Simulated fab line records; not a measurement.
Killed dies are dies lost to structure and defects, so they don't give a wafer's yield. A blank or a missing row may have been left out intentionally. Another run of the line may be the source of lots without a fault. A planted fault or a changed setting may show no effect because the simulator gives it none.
3 desks, one fault :: flow nand-harc :: every desk sees just its own numbers, and what lay behind them comes last

== FOR THE TOOL OWNER'S DESK: har-etch-01 ==
The tool's own readings at NHARC_A_CHANNEL_HOLE_D1_ETCH_21 (etches the open film in C4F8/O2/Ar, time 514.3 s, target depth 1600 nm): means of the sampled wafers that have a number, for each lot that ran on this tool. Any lot whose mean is over 4 standard deviations away from the usual mean is out of limits and marked OUT; that distance is given in the brackets.
Columns: A = c4f8-flow-sccm at NHARC_A_CHANNEL_HOLE_D1_ETCH_21, usual 89.26 sccm; B = chamber-pressure-mTorr at NHARC_A_CHANNEL_HOLE_D1_ETCH_21, usual 20.000 mTorr; C = drypump-motor-current-A at NHARC_A_CHANNEL_HOLE_D1_ETCH_21, usual 5.6 A; D = showerhead-plenum-p-Torr at NHARC_A_CHANNEL_HOLE_D1_ETCH_21, usual 3.65 Torr; E = throttle-valve-pct at NHARC_A_CHANNEL_HOLE_D1_ETCH_21, usual 32.155 %
lot: L582
first seen here: day 9 02:18
A: 89.06
B: 19.996
C: 5.6
D: 3.60
E: 32.161

lot: L585
first seen here: day 10 07:53
A: 89.12
B: 19.992
C: 5.6
D: 3.68
E: 32.146

lot: L600
first seen here: day 16 04:02
A: 89.30
B: 19.995
C: 5.6
D: 3.64
E: 32.164

lot: L601
first seen here: day 17 08:16
A: 88.98
B: 19.990
C: 5.6
D: 3.63
E: 32.160
This desk's finding: nothing out of limits on any of the 4 lots.

== THE METROLOGY DESK ==
Lot by lot, what the gauges showed, no matter which tool ran the lot: averages of those sampled wafers that carry a number. Any lot whose mean is over 4 standard deviations away from the usual mean is out of limits and marked OUT; that distance is given in the brackets.
Columns: A = cd-nm at NHARC_A_CHANNEL_HOLE_D1_CD_MEAS_30, usual 90.5 nm
lot: L581
first seen here: day 8 20:20
A: 90.7

lot: L582
first seen here: day 9 07:24
A: 90.3

lot: L584
first seen here: day 10 11:01
A: 90.7

lot: L585
first seen here: day 10 13:01
A: 90.3

lot: L587
first seen here: day 11 12:38
A: 91.8

lot: L592
first seen here: day 13 18:12
A: 0.6 (-69) OUT

lot: L593
first seen here: day 14 03:16
A: 1.1 (-69) OUT

lot: L594
first seen here: day 14 09:16
A: 90.2

lot: L600
first seen here: day 16 09:18
A: 90.3

lot: L601
first seen here: day 17 13:17
A: 91.0

lot: L604
first seen here: day 18 12:48
A: 89.3
Finding of this desk: L592, L593 out of limits; the first was L592 at day 13 18:12, on cd-nm at NHARC_A_CHANNEL_HOLE_D1_CD_MEAS_30. In limits: L581, L582, L584, L585, L587, L594, L600, L601, L604.

== THE DEFECT DESK ==
Inspection counts along the route, by lot: the mean over sampled wafers that carry a number. Any lot whose mean is over 4 standard deviations away from the usual mean is out of limits and marked OUT; that distance is given in the brackets.
Columns: A = raw-defect-count at NHARC_A_CHANNEL_HOLE_D1_INSPECT_12, usual 5.1
lot: L581
first seen here: day 8 13:33
A: 7.3

lot: L582
first seen here: day 9 00:38
A: 8.7

lot: L584
first seen here: day 10 00:20
A: 3.3

lot: L585
first seen here: day 10 04:37
A: 3.0

lot: L587
first seen here: day 11 03:25
A: 5.7

lot: L592
first seen here: day 13 10:14
A: 2.7

lot: L593
first seen here: day 13 20:21
A: 6.7

lot: L594
first seen here: day 13 22:11
A: 7.0

lot: L600
first seen here: day 16 02:23
A: 4.0

lot: L601
first seen here: day 16 23:21
A: 4.3

lot: L604
first seen here: day 18 05:22
A: 6.0
This desk's finding: nothing out of limits on any of the 11 lots.

== BROUGHT TOGETHER ==
Metrology desk: alarm possible at day 13 18:12 on L592, L593.
Nothing out of limits was seen by the tool owner's desk.
The defect desk saw nothing out of limits.
The tool owner's desk has no number on record for L592, L593.
The defect desk has L592, L593 on record, within its limits.
NHARC_A_CHANNEL_HOLE_D1_ETCH_21 was run on har-etch-01 by each of the lots named.

== WHAT WAS PUT IN BY THE SIMULATOR ==
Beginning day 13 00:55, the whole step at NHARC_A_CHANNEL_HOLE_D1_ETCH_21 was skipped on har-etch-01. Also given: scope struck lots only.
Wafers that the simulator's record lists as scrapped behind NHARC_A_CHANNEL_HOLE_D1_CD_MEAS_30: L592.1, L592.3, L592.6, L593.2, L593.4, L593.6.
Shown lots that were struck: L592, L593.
Delay in hours, fault start to first out-of-limits reading, per desk: metrology desk 17.
